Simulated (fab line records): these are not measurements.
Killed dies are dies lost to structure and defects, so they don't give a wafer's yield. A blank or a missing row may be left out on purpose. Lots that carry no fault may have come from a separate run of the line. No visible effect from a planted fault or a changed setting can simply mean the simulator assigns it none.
The tool behind it: which one? || flow n5-finfet || 11 lots with 33 wafers sampled at 6 steps, on a route of 1938 steps

WHAT THE GAUGES SHOWED, per wafer
Not one reading of a measure or inspect step in the record can be checked against a usual standard deviation.

TOOL THAT RAN EACH LOT (tool first, then ch and the chambers of the sampled wafers, then the start)
{"lot": "L254", "N5_BEOL_M9_TRENCH_ETCH_37": "rie-diel-01 ch 1,2,3, day 11 07:00 or earlier", "N5_BEOL_M9_CURE_72": "uv-cure-03 ch 1, day 11 07:00", "N5_BEOL_M9_PRE_CLEAN_45": "pvd-sputter-03, day 11 07:31", "N5_BEOL_M9_ECD_50": "ecd-cu-02 ch 0,1, day 11 08:17", "N5_BEOL_M9_CMP_52": "cmp-01 ch 1,2,3, day 11 08:44", "N5_PASSIVATION_PROBE_49": "-"}
{"lot": "L253", "N5_BEOL_M9_TRENCH_ETCH_37": "rie-diel-04 ch 1,3, day 11 12:59 or earlier", "N5_BEOL_M9_CURE_72": "uv-cure-03 ch 1, day 11 12:59", "N5_BEOL_M9_PRE_CLEAN_45": "pvd-sputter-02, day 11 13:17", "N5_BEOL_M9_ECD_50": "ecd-cu-01 ch 0,1, day 11 14:18", "N5_BEOL_M9_CMP_52": "cmp-03 ch 1,2,3, day 11 14:53", "N5_PASSIVATION_PROBE_49": "-"}
{"lot": "L256", "N5_BEOL_M9_TRENCH_ETCH_37": "rie-diel-04 ch 0,1,3, day 12 05:20 or earlier", "N5_BEOL_M9_CURE_72": "uv-cure-02 ch 1, day 12 05:20", "N5_BEOL_M9_PRE_CLEAN_45": "pvd-sputter-02, day 12 07:38", "N5_BEOL_M9_ECD_50": "ecd-cu-02 ch 0,1, day 12 08:22", "N5_BEOL_M9_CMP_52": "cmp-03 ch 0,1,3, day 12 08:47", "N5_PASSIVATION_PROBE_49": "-"}
{"lot": "L258", "N5_BEOL_M9_TRENCH_ETCH_37": "rie-diel-06 ch 1,2,3, day 12 16:40 or earlier", "N5_BEOL_M9_CURE_72": "uv-cure-03 ch 0, day 12 16:40", "N5_BEOL_M9_PRE_CLEAN_45": "pvd-sputter-03, day 12 19:19", "N5_BEOL_M9_ECD_50": "ecd-cu-01 ch 0,1, day 12 20:17", "N5_BEOL_M9_CMP_52": "cmp-01 ch 1,2,3, day 12 20:44", "N5_PASSIVATION_PROBE_49": "-"}
{"lot": "L257", "N5_BEOL_M9_TRENCH_ETCH_37": "rie-diel-01 ch 2,3, day 13 00:27 or earlier", "N5_BEOL_M9_CURE_72": "uv-cure-01 ch 0, day 13 00:27", "N5_BEOL_M9_PRE_CLEAN_45": "pvd-sputter-02, day 13 01:10", "N5_BEOL_M9_ECD_50": "ecd-cu-02 ch 0,1, day 13 01:59", "N5_BEOL_M9_CMP_52": "cmp-03 ch 1,2, day 13 03:00", "N5_PASSIVATION_PROBE_49": "-"}
{"lot": "L260", "N5_BEOL_M9_TRENCH_ETCH_37": "rie-diel-01 ch 1,2, day 13 17:46 or earlier", "N5_BEOL_M9_CURE_72": "uv-cure-02 ch 2, day 13 17:46", "N5_BEOL_M9_PRE_CLEAN_45": "pvd-sputter-03, day 13 18:04", "N5_BEOL_M9_ECD_50": "ecd-cu-02 ch 0,1, day 13 19:28", "N5_BEOL_M9_CMP_52": "cmp-03 ch 0,1,2, day 13 20:21", "N5_PASSIVATION_PROBE_49": "-"}
{"lot": "L263", "N5_BEOL_M9_TRENCH_ETCH_37": "rie-diel-06 ch 0,2,3, day 14 07:28 or earlier", "N5_BEOL_M9_CURE_72": "uv-cure-01 ch 1, day 14 07:28", "N5_BEOL_M9_PRE_CLEAN_45": "pvd-sputter-02, day 14 07:55", "N5_BEOL_M9_ECD_50": "ecd-cu-02 ch 0,1, day 14 08:56", "N5_BEOL_M9_CMP_52": "cmp-02 ch 1,2,3, day 14 09:38", "N5_PASSIVATION_PROBE_49": "prober-01, day 17 06:34"}
{"lot": "L268", "N5_BEOL_M9_TRENCH_ETCH_37": "rie-diel-04 ch 0,1,3, day 15 11:11 or earlier", "N5_BEOL_M9_CURE_72": "uv-cure-01 ch 2, day 15 11:11", "N5_BEOL_M9_PRE_CLEAN_45": "pvd-sputter-02, day 15 11:28", "N5_BEOL_M9_ECD_50": "ecd-cu-01 ch 0,1, day 15 12:25", "N5_BEOL_M9_CMP_52": "cmp-01 ch 2,3, day 15 12:50", "N5_PASSIVATION_PROBE_49": "-"}
{"lot": "L270", "N5_BEOL_M9_TRENCH_ETCH_37": "rie-diel-01 ch 1,2,3, day 15 22:36 or earlier", "N5_BEOL_M9_CURE_72": "uv-cure-03 ch 0, day 15 22:36", "N5_BEOL_M9_PRE_CLEAN_45": "pvd-sputter-01, day 15 22:56", "N5_BEOL_M9_ECD_50": "ecd-cu-02 ch 0, day 15 23:41", "N5_BEOL_M9_CMP_52": "cmp-01 ch 0,3, day 16 00:06", "N5_PASSIVATION_PROBE_49": "-"}
{"lot": "L274", "N5_BEOL_M9_TRENCH_ETCH_37": "rie-diel-06 ch 1,3, day 16 05:23 or earlier", "N5_BEOL_M9_CURE_72": "uv-cure-03 ch 0, day 16 05:23", "N5_BEOL_M9_PRE_CLEAN_45": "pvd-sputter-02, day 16 06:32", "N5_BEOL_M9_ECD_50": "ecd-cu-01 ch 0,1, day 16 07:22", "N5_BEOL_M9_CMP_52": "cmp-02 ch 0,1,2, day 16 08:00", "N5_PASSIVATION_PROBE_49": "-"}
{"lot": "L273", "N5_BEOL_M9_TRENCH_ETCH_37": "rie-diel-06 ch 0,3, day 17 00:29 or earlier", "N5_BEOL_M9_CURE_72": "uv-cure-02 ch 2, day 17 00:29", "N5_BEOL_M9_PRE_CLEAN_45": "pvd-sputter-02, day 17 01:00", "N5_BEOL_M9_ECD_50": "ecd-cu-01 ch 0,1, day 17 02:07", "N5_BEOL_M9_CMP_52": "cmp-02 ch 0,1, day 17 02:46", "N5_PASSIVATION_PROBE_49": "-"}
- N5_BEOL_M9_TRENCH_ETCH_37: etches SiCOH lowk in C4F6/O2, target depth 151.43 nm, time 49 s.
- N5_BEOL_M9_CURE_72: cures SiCOH lowk, time 120 s.
- N5_BEOL_M9_PRE_CLEAN_45: time 30 s.
- N5_BEOL_M9_ECD_50: material Cu, target thk 318 nm.
- N5_BEOL_M9_CMP_52: polishes, stops on SiCOH lowk, t overpolish 7 s, target thk 140 nm.
- N5_PASSIVATION_PROBE_49

WHAT THE TOOLS THEMSELVES READ (means of the sampled wafers that have a number; where no wafer has one, the mark that the record gives instead)
N5_BEOL_M9_TRENCH_ETCH_37.
{"lot": "L254", "tool": "rie-diel-01", "drypump-motor-current-A (A)": 5.4, "oes_o_777_au (a.u.)": 0.79, "oes-product-au (a.u.)": 0.80, "rf-fwd-power-W (W)": 340.6, "rf-vpp-V (V)": 670, "showerhead-plenum-p-Torr (Torr)": 2.92, "throttle-valve-pct (%)": 21.10}
{"lot": "L253", "tool": "rie-diel-04", "drypump-motor-current-A (A)": 5.5, "oes_o_777_au (a.u.)": 0.96, "oes-product-au (a.u.)": 0.95, "rf-fwd-power-W (W)": 342.6, "rf-vpp-V (V)": 661, "showerhead-plenum-p-Torr (Torr)": 2.87, "throttle-valve-pct (%)": 20.95}
{"lot": "L256", "tool": "rie-diel-04", "drypump-motor-current-A (A)": 5.4, "oes_o_777_au (a.u.)": 0.94, "oes-product-au (a.u.)": 0.93, "rf-fwd-power-W (W)": 341.8, "rf-vpp-V (V)": 662, "showerhead-plenum-p-Torr (Torr)": 2.88, "throttle-valve-pct (%)": 21.01}
{"lot": "L258", "tool": "rie-diel-06", "drypump-motor-current-A (A)": 5.3, "oes_o_777_au (a.u.)": 0.82, "oes-product-au (a.u.)": 0.82, "rf-fwd-power-W (W)": 340.3, "rf-vpp-V (V)": 661, "showerhead-plenum-p-Torr (Torr)": 2.82, "throttle-valve-pct (%)": 20.67}
{"lot": "L257", "tool": "rie-diel-01", "drypump-motor-current-A (A)": 5.2, "oes_o_777_au (a.u.)": 0.81, "oes-product-au (a.u.)": 0.82, "rf-fwd-power-W (W)": 341.4, "rf-vpp-V (V)": 659, "showerhead-plenum-p-Torr (Torr)": 2.88, "throttle-valve-pct (%)": 21.12}
{"lot": "L260", "tool": "rie-diel-01", "drypump-motor-current-A (A)": 5.3, "oes_o_777_au (a.u.)": 0.79, "oes-product-au (a.u.)": 0.79, "rf-fwd-power-W (W)": 341.9, "rf-vpp-V (V)": 656, "showerhead-plenum-p-Torr (Torr)": 2.91, "throttle-valve-pct (%)": 21.11}
{"lot": "L263", "tool": "rie-diel-06", "drypump-motor-current-A (A)": 5.3, "oes_o_777_au (a.u.)": 0.75, "oes-product-au (a.u.)": 0.73, "rf-fwd-power-W (W)": 339.6, "rf-vpp-V (V)": 650, "showerhead-plenum-p-Torr (Torr)": 2.79, "throttle-valve-pct (%)": 21.01}
{"lot": "L268", "tool": "rie-diel-04", "drypump-motor-current-A (A)": 5.4, "oes_o_777_au (a.u.)": 0.88, "oes-product-au (a.u.)": 0.85, "rf-fwd-power-W (W)": 341.7, "rf-vpp-V (V)": 661, "showerhead-plenum-p-Torr (Torr)": 2.86, "throttle-valve-pct (%)": 21.04}
{"lot": "L270", "tool": "rie-diel-01", "drypump-motor-current-A (A)": 5.4, "oes_o_777_au (a.u.)": 0.76, "oes-product-au (a.u.)": 0.77, "rf-fwd-power-W (W)": 341.6, "rf-vpp-V (V)": 669, "showerhead-plenum-p-Torr (Torr)": 2.90, "throttle-valve-pct (%)": 21.15}
{"lot": "L274", "tool": "rie-diel-06", "drypump-motor-current-A (A)": 5.2, "oes_o_777_au (a.u.)": 0.76, "oes-product-au (a.u.)": 0.76, "rf-fwd-power-W (W)": 340.3, "rf-vpp-V (V)": 649, "showerhead-plenum-p-Torr (Torr)": 2.78, "throttle-valve-pct (%)": 20.78}
{"lot": "L273", "tool": "rie-diel-06", "drypump-motor-current-A (A)": 5.3, "oes_o_777_au (a.u.)": 0.71, "oes-product-au (a.u.)": 0.68, "rf-fwd-power-W (W)": 339.1, "rf-vpp-V (V)": 638, "showerhead-plenum-p-Torr (Torr)": 2.72, "throttle-valve-pct (%)": 21.25}

N5_BEOL_M9_CURE_72.
{"lot": "L254", "tool": "uv-cure-03", "lamp-power-pct (%)": 52.34, "wafer_temp_C_max": 371.3}
{"lot": "L253", "tool": "uv-cure-03", "lamp-power-pct (%)": 52.31, "wafer_temp_C_max": 371.5}
{"lot": "L256", "tool": "uv-cure-02", "lamp-power-pct (%)": 52.31, "wafer_temp_C_max": 371.7}
{"lot": "L258", "tool": "uv-cure-03", "lamp-power-pct (%)": 52.29, "wafer_temp_C_max": 371.4}
{"lot": "L257", "tool": "uv-cure-01", "lamp-power-pct (%)": 52.32, "wafer_temp_C_max": 371.7}
{"lot": "L260", "tool": "uv-cure-02", "lamp-power-pct (%)": 52.29, "wafer_temp_C_max": 372.1}
{"lot": "L263", "tool": "uv-cure-01", "lamp-power-pct (%)": 52.33, "wafer_temp_C_max": 371.1}
{"lot": "L268", "tool": "uv-cure-01", "lamp-power-pct (%)": 52.33, "wafer_temp_C_max": 371.5}
{"lot": "L270", "tool": "uv-cure-03", "lamp-power-pct (%)": 52.29, "wafer_temp_C_max": 371.5}
{"lot": "L274", "tool": "uv-cure-03", "lamp-power-pct (%)": 52.32, "wafer_temp_C_max": 371.5}
{"lot": "L273", "tool": "uv-cure-02", "lamp-power-pct (%)": 52.32, "wafer_temp_C_max": 371.7}

N5_BEOL_M9_PRE_CLEAN_45.
{"lot": "L254", "tool": "pvd-sputter-03", "heater-power-w (W)": 326}
{"lot": "L253", "tool": "pvd-sputter-02", "heater-power-w (W)": 310}
{"lot": "L256", "tool": "pvd-sputter-02", "heater-power-w (W)": 307}
{"lot": "L258", "tool": "pvd-sputter-03", "heater-power-w (W)": 328}
{"lot": "L257", "tool": "pvd-sputter-02", "heater-power-w (W)": 314}
{"lot": "L260", "tool": "pvd-sputter-03", "heater-power-w (W)": 336}
{"lot": "L263", "tool": "pvd-sputter-02", "heater-power-w (W)": 305}
{"lot": "L268", "tool": "pvd-sputter-02", "heater-power-w (W)": 291}
{"lot": "L270", "tool": "pvd-sputter-01", "heater-power-w (W)": 326}
{"lot": "L274", "tool": "pvd-sputter-02", "heater-power-w (W)": 306}
{"lot": "L273", "tool": "pvd-sputter-02", "heater-power-w (W)": 312}

N5_BEOL_M9_CMP_52.
{"lot": "L254", "tool": "cmp-01", "barrier-field-endpoint-s (s)": 29.3, "motor-current-A (A)": 6.5, "overpolish-run-s (s)": 7.000, "time-to-endpoint-s (s)": 67}
{"lot": "L253", "tool": "cmp-03", "barrier-field-endpoint-s (s)": 28.4, "motor-current-A (A)": 6.1, "overpolish-run-s (s)": 6.999, "time-to-endpoint-s (s)": 59}
{"lot": "L256", "tool": "cmp-03", "barrier-field-endpoint-s (s)": 28.8, "motor-current-A (A)": 5.6, "overpolish-run-s (s)": 6.998, "time-to-endpoint-s (s)": 66}
{"lot": "L258", "tool": "cmp-01", "barrier-field-endpoint-s (s)": 29.0, "motor-current-A (A)": 6.5, "overpolish-run-s (s)": 7.010, "time-to-endpoint-s (s)": 66}
{"lot": "L257", "tool": "cmp-03", "barrier-field-endpoint-s (s)": 29.0, "motor-current-A (A)": 6.1, "overpolish-run-s (s)": 7.004, "time-to-endpoint-s (s)": 69}
{"lot": "L260", "tool": "cmp-03", "barrier-field-endpoint-s (s)": 29.0, "motor-current-A (A)": 5.6, "overpolish-run-s (s)": 6.997, "time-to-endpoint-s (s)": 139}
{"lot": "L263", "tool": "cmp-02", "barrier-field-endpoint-s (s)": 28.2, "motor-current-A (A)": 6.3, "overpolish-run-s (s)": 6.997, "time-to-endpoint-s (s)": 129}
{"lot": "L268", "tool": "cmp-01", "barrier-field-endpoint-s (s)": 28.4, "motor-current-A (A)": 6.5, "overpolish-run-s (s)": 6.999, "time-to-endpoint-s (s)": 63}
{"lot": "L270", "tool": "cmp-01", "barrier-field-endpoint-s (s)": 28.3, "motor-current-A (A)": 6.4, "overpolish-run-s (s)": 7.000, "time-to-endpoint-s (s)": 66}
{"lot": "L274", "tool": "cmp-02", "barrier-field-endpoint-s (s)": 30.1, "motor-current-A (A)": 6.6, "overpolish-run-s (s)": 7.000, "time-to-endpoint-s (s)": 69}
{"lot": "L273", "tool": "cmp-02", "barrier-field-endpoint-s (s)": 30.3, "motor-current-A (A)": 5.9, "overpolish-run-s (s)": 7.005, "time-to-endpoint-s (s)": 68}

N5_PASSIVATION_PROBE_49.
{"lot": "L263", "tool": "prober-01", "defect-limited-yield (%)": 91.3, "killed_at_M0_to_M3": 30, "killed_at_M4_up": 17, "killed-at-contacts": 15, "killed-at-front-end": 37, "killed-at-other": 3, "killed-dies": 102, "killed-open": 62, "killed-short": 38, "sort_bin_4_leakage (%)": 0.00, "sort_bin_5_function (%)": 5.4, "sort_bin_6_memory (%)": 2.9, "sort_bin_8_speed (%)": 0.00, "sort-n-pass": 1078, "sort-yield-pct (%)": 91.3}

THE ANSWER, worked out from the rows above alone
Rule: usual is defined by the lots themselves. The widest of any qualifying gaps counts: lots, ordered by their means at a reading, are off when they make up no more than a third of the lots, leave a main group of 4 or more, and stand apart from it by 3 or more times the standard deviation of that group's means. A main group is skipped when, at the precision printed for the reading in the tables above, its means are all equal. Also off: a lot with no number at a reading for which 4 or more lots have one. All remaining lots with rows at the step are treated as sound. Order of review: gauges by route order, followed by the tools' own readings, for which a lot's mean as printed above is used. The first step at which some lot is off is used, and at that step the reading that is off furthest; a lot without a number counts as furthest.
Off: L260, L263 (N5_BEOL_M9_CMP_52, time-to-endpoint-s). The main group: mean 66 s, standard deviation 3.
A tool fits if, at that step or a process step before it, it ran every lot that is off, and no sound lot after the first of them. N5_BEOL_M9_TRENCH_ETCH_37: start missing for some lots; hours and lot order therefore follow N5_BEOL_M9_CURE_72. Not one of the candidates tried fits.

WHAT THE SIMULATOR HAD INSERTED
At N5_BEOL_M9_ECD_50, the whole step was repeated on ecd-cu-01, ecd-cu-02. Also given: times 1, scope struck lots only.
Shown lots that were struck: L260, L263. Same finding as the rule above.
